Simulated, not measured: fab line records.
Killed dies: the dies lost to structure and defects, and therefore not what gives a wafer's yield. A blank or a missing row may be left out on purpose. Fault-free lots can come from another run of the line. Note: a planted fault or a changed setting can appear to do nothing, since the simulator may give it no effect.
What tool caused it? | flow nand harc | 36 wafers from 12 lots sampled at 4 of the route's 1159 steps

WHAT EACH GAUGE READ, for each wafer
The record holds no reading of a measuring or inspecting step that can be judged against a usual standard deviation.

EACH LOT AND THE TOOL THAT RAN IT (in order: tool; ch and the chambers of the sampled wafers; start)
lot  | NHARC_P_M1_DESCUM_14               | NHARC_P_M1_ETCH_15                 | NHARC_P_M1_STRIP_18                | NHARC_P_M1_ANNEAL_31
L969 | rie diel-07 ch 0,1,2, day 6 00:29  | rie diel-07 ch 0,3, day 6 00:39    | rie diel-08 ch 1,2, day 6 00:53    | rtp anneal-01 ch 0, day 6 02:26
L970 | rie diel-07 ch 0,2,3, day 6 15:25  | rie diel-07 ch 0,2,3, day 6 15:35  | rie diel-05 ch 0,1,2, day 6 15:51  | rtp anneal-02 ch 0, day 6 17:20
L971 | rie diel-07 ch 0,2,3, day 6 18:23  | rie diel-07 ch 0,1,2, day 6 18:34  | rie diel-08 ch 0,1,2, day 6 18:48  | rtp anneal-02 ch 0, day 6 20:10
L972 | rie diel-05 ch 0,3, day 6 18:52    | rie diel-05 ch 1,2,3, day 6 19:02  | rie diel-07 ch 0,1,2, day 6 19:16  | rtp anneal-01 ch 0, day 6 20:38
L974 | rie diel-08 ch 0,1, day 6 21:32    | rie diel-08 ch 1,2,3, day 6 21:44  | rie diel-05 ch 1,2, day 6 21:55    | rtp anneal-02 ch 0, day 6 23:24
L973 | rie diel-07 ch 0,1,2, day 7 05:24  | rie diel-07 ch 0,1,2, day 7 05:34  | rie diel-08 ch 1,2,3, day 7 05:49  | rtp anneal-02 ch 0, day 7 07:09
L976 | rie diel-08 ch 1,2, day 8 07:13    | rie diel-08 ch 0,2,3, day 8 07:23  | rie diel-08 ch 1,2, day 8 07:36    | rtp anneal-01 ch 0, day 8 09:02
L977 | rie diel-08 ch 1,2,3, day 8 12:25  | rie diel-08 ch 0,1,3, day 8 12:36  | rie diel-08 ch 1,2, day 8 12:50    | rtp anneal-02 ch 0, day 8 14:32
L987 | rie diel-05 ch 0,1,2, day 10 08:45 | rie diel-05 ch 1,2,3, day 10 08:55 | rie diel-07 ch 0,1,2, day 10 09:10 | rtp anneal-02 ch 0, day 10 10:36
L986 | rie diel-05 ch 0,2, day 10 10:55   | rie diel-05 ch 0,1,3, day 10 11:06 | rie diel-05 ch 1,2,3, day 10 11:19 | rtp anneal-02 ch 0, day 10 12:49
L989 | rie diel-07 ch 1,2,3, day 11 04:14 | rie diel-07 ch 0,1,2, day 11 04:25 | rie diel-08 ch 0,2,3, day 11 04:38 | rtp anneal-02 ch 0, day 11 06:07
L990 | rie diel-05 ch 1,2,3, day 11 04:34 | rie diel-05 ch 1,2,3, day 11 04:44 | rie diel-05 ch 1,2,3, day 11 04:56 | rtp anneal-01 ch 0, day 11 06:20
- NHARC_P_M1_DESCUM_14: chemistry O2, time 3 s.
- NHARC_P_M1_ETCH_15: etches the open film in C4F8/Ar, target depth 182.5 nm, time 91.2 s.
- NHARC_P_M1_STRIP_18: strips in N2/H2.
- NHARC_P_M1_ANNEAL_31: time 90 s.

WHAT THE TOOLS THEMSELVES READ (means of the sampled wafers that have a number; where no wafer has one, the mark that the record gives instead)
NHARC_P_M1_DESCUM_14. Usual: drypump motor current A 5.8 A, standard deviation 0.41; mfc ar sccm 0.015 sccm, standard deviation 0.011; oes product au 0.999 a.u., standard deviation 0.0074; rf vpp V 57.7 V, standard deviation 0.89; showerhead plenum p Torr 1.90 Torr, standard deviation 0.081; throttle valve pct 11.312 %, standard deviation 0.0087.
lot  | tool        | drypump motor current A (A) | mfc ar sccm (sccm) | oes product au (a.u.) | rf vpp V (V) | showerhead plenum p Torr (Torr) | throttle valve pct (%) | flag
L969 | rie diel-07 | 5.9                         | 0.013              | 0.987                 | 57.7         | 1.91                            | 11.314                 |
L970 | rie diel-07 | 5.9                         | 0.017              | 0.992                 | 57.7         | 1.88                            | 11.311                 |
L971 | rie diel-07 | 5.9                         | 0.017              | 1.006                 | 57.0         | 1.88                            | 11.313                 |
L972 | rie diel-05 | 5.7                         | 0.010              | 0.998                 | 57.5         | 1.84                            | 11.317                 |
L974 | rie diel-08 | 6.1                         | 0.014              | 1.004                 | 57.8         | 1.91                            | 11.306                 |
L973 | rie diel-07 | 5.9                         | 0.013              | 0.999                 | 58.3         | 1.91                            | 11.302                 |
L976 | rie diel-08 | 5.5                         | 0.027              | 0.992                 | 58.2         | 1.99                            | 11.311                 |
L977 | rie diel-08 | 5.8                         | 0.022              | 0.999                 | 57.8         | 1.91                            | 11.311                 |
L987 | rie diel-05 | 5.9                         | 0.008              | 1.006                 | 57.9         | 1.91                            | 11.318                 |
L986 | rie diel-05 | 5.7                         | 0.014              | 1.000                 | 57.6         | 1.85                            | 11.310                 |
L989 | rie diel-07 | 5.8                         | 0.004              | 1.000                 | 57.3         | 1.87                            | 11.308                 |
L990 | rie diel-05 | 5.6                         | 0.010              | 1.005                 | 57.9         | 1.89                            | 11.310                 |

NHARC_P_M1_ETCH_15. Usual: oes product au 0.957 a.u., standard deviation 0.02; rf vpp V 440.3 V, standard deviation 2.6.
lot  | tool        | oes product au (a.u.) | rf vpp V (V) | flag
L969 | rie diel-07 | 0.976                 | 438.7        |
L970 | rie diel-07 | 0.930                 | 440.5        |
L971 | rie diel-07 | 0.957                 | 440.9        |
L972 | rie diel-05 | 0.939                 | 439.5        |
L974 | rie diel-08 | 0.963                 | 440.1        |
L973 | rie diel-07 | 0.963                 | 440.9        |
L976 | rie diel-08 | 0.976                 | 441.6        |
L977 | rie diel-08 | 0.908                 | 439.3        |
L987 | rie diel-05 | 0.949                 | 440.0        |
L986 | rie diel-05 | 0.989                 | 440.4        |
L989 | rie diel-07 | 0.972                 | 440.6        |
L990 | rie diel-05 | 0.969                 | 439.9        |

NHARC_P_M1_STRIP_18. Usual: drypump motor current A 5.8 A (standard deviation 0.43); mfc ar sccm 0.014 sccm (standard deviation 0.0099); oes product au 1.000 a.u. (standard deviation 0.0081); power w 1000.0 W (standard deviation 3); rf vpp V 90.4 V (standard deviation 0.96); showerhead plenum p Torr 2.02 Torr (standard deviation 0.091); throttle valve pct 14.172 % (standard deviation 0.0084).
lot  | tool        | drypump motor current A (A) | mfc ar sccm (sccm) | oes product au (a.u.) | power w (W) | rf vpp V (V) | showerhead plenum p Torr (Torr) | throttle valve pct (%) | flag
L969 | rie diel-08 | 5.5                         | 0.027              | 1.003                 | 999.3       | 90.9         | 2.12                            | 14.173                 |
L970 | rie diel-05 | 5.9                         | 0.008              | 1.003                 | 998.9       | 91.0         | 2.03                            | 14.172                 |
L971 | rie diel-08 | 5.8                         | 0.021              | 0.997                 | 1001.1      | 90.9         | 2.08                            | 14.175                 |
L972 | rie diel-07 | 5.9                         | 0.013              | 1.002                 | 1002.3      | 90.5         | 2.03                            | 14.167                 |
L974 | rie diel-05 | 6.0                         | 0.005              | 0.992                 | 994.9       | 90.4         | 2.09                            | 14.167                 |
L973 | rie diel-08 | 5.8                         | 0.022              | 0.990                 | 1001.4      | 90.5         | 2.03                            | 14.170                 |
L976 | rie diel-08 | 5.5                         | 0.027              | 0.999                 | 999.7       | 91.1         | 2.12                            | 14.170                 |
L977 | rie diel-08 | 5.8                         | 0.023              | 0.996                 | 1000.9      | 91.0         | 2.05                            | 14.177                 |
L987 | rie diel-07 | 5.9                         | 0.013              | 0.987                 | 1000.2      | 90.0         | 2.03                            | 14.167                 |
L986 | rie diel-05 | 5.6                         | 0.010              | 1.001                 | 999.5       | 90.2         | 2.01                            | 14.170                 |
L989 | rie diel-08 | 5.7                         | 0.020              | 1.004                 | 1002.2      | 90.9         | 2.05                            | 14.169                 |
L990 | rie diel-05 | 5.6                         | 0.010              | 1.002                 | 998.6       | 90.5         | 2.01                            | 14.178                 |

NHARC_P_M1_ANNEAL_31. Usual: 226.2 for wafer_temp_C_max, sd 0.31.
lot  | tool          | wafer_temp_C_max | flag
L969 | rtp anneal-01 | 226.0            |
L970 | rtp anneal-02 | 226.8            |
L971 | rtp anneal-02 | 226.2            |
L972 | rtp anneal-01 | 225.8            |
L974 | rtp anneal-02 | 226.3            |
L973 | rtp anneal-02 | 226.1            |
L976 | rtp anneal-01 | 226.0            |
L977 | rtp anneal-02 | 226.4            |
L987 | rtp anneal-02 | 226.2            |
L986 | rtp anneal-02 | 226.5            |
L989 | rtp anneal-02 | 226.3            |
L990 | rtp anneal-01 | 226.1            |

THE ANSWER, worked out from the rows above alone
Rule: a lot counts as off when the mean over its wafers that have a number is more than 3 standard deviations away from the usual mean. A lot without any number at a reading at which 4 lots or more have one is off too. Any other lot the step has rows for is counted as sound. First the gauges in route order, then the tools' own readings, where a lot's mean is used as printed above. At the first step where some lot is off, the reading lying furthest off is the one used; lots without a number count as furthest.
No lot is off at any reading shown: from this, nothing can be told.

WHAT THE SIMULATOR HAD PUT IN
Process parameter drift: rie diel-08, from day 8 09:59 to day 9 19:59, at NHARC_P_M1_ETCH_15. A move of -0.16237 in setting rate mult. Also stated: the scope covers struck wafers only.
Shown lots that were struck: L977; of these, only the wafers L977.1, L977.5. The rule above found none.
